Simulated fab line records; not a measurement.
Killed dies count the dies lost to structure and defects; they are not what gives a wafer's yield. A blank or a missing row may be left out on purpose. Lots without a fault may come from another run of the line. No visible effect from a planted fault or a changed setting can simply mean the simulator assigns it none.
Chamber matching ; flow nand harc ; NHARC_A_WL_FILL_ALD_10 on ald hk-04 has 4 sister chambers
The step deposits SiO2, target thk 50 nm, pulse time 10 s, ald cycles 500. 7 wafers are shown with their chamber, then 7 later ones without.

WAFERS WITH THEIR CHAMBER
wafer;chamber;heater power w (W);precursor pulse height rel
L084.1;2;511;1.016
L084.3;3;537;0.995
L091.2;0;434;1.001
L091.5;1;402;0.991
L091.6;2;482;0.992
L092.3;0;435;1.035
L092.5;1;416;0.988

WAFERS WITHOUT THEIR CHAMBER
wafer;heater power w (W);precursor pulse height rel
L092.6;428;1.022
L096.2;400;1.021
L096.4;561;0.992
L096.5;402;1.022
L095.2;409;0.996
L095.4;427;0.973
L095.5;441;1.002

WHICH CHAMBER EACH ONE RAN IN
wafer;from the rows above;in truth
L092.6;can't be placed: 0 or 1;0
L096.2;can't be placed: 1 or 0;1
L096.4;3;3
L096.5;can't be placed: 1 or 0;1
L095.2;can't be placed: 1 or 0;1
L095.4;can't be placed: 1 or 0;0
L095.5;can't be placed: 0 or 1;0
Correctly placed: 1 of 7. Cannot be placed on the basis of these rows: 6; the candidates contain the true chamber in 6. Placed wrongly: 0.
How it was worked out, from the rows above alone: a wafer's distance from a chamber is the root of the sum, over the readings, of the square of ((its reading less the chamber's mean) divided by the reading's scatter). The wafer belongs to the nearest chamber; if the next one is less than 2 further off, it can't be placed. The mean given for a chamber averages the wafers shown for that chamber. How the scatter is found: for the shown wafers, subtract from each reading the mean of its chamber, square and add these, divide the total by (wafers less chambers), then take the root.
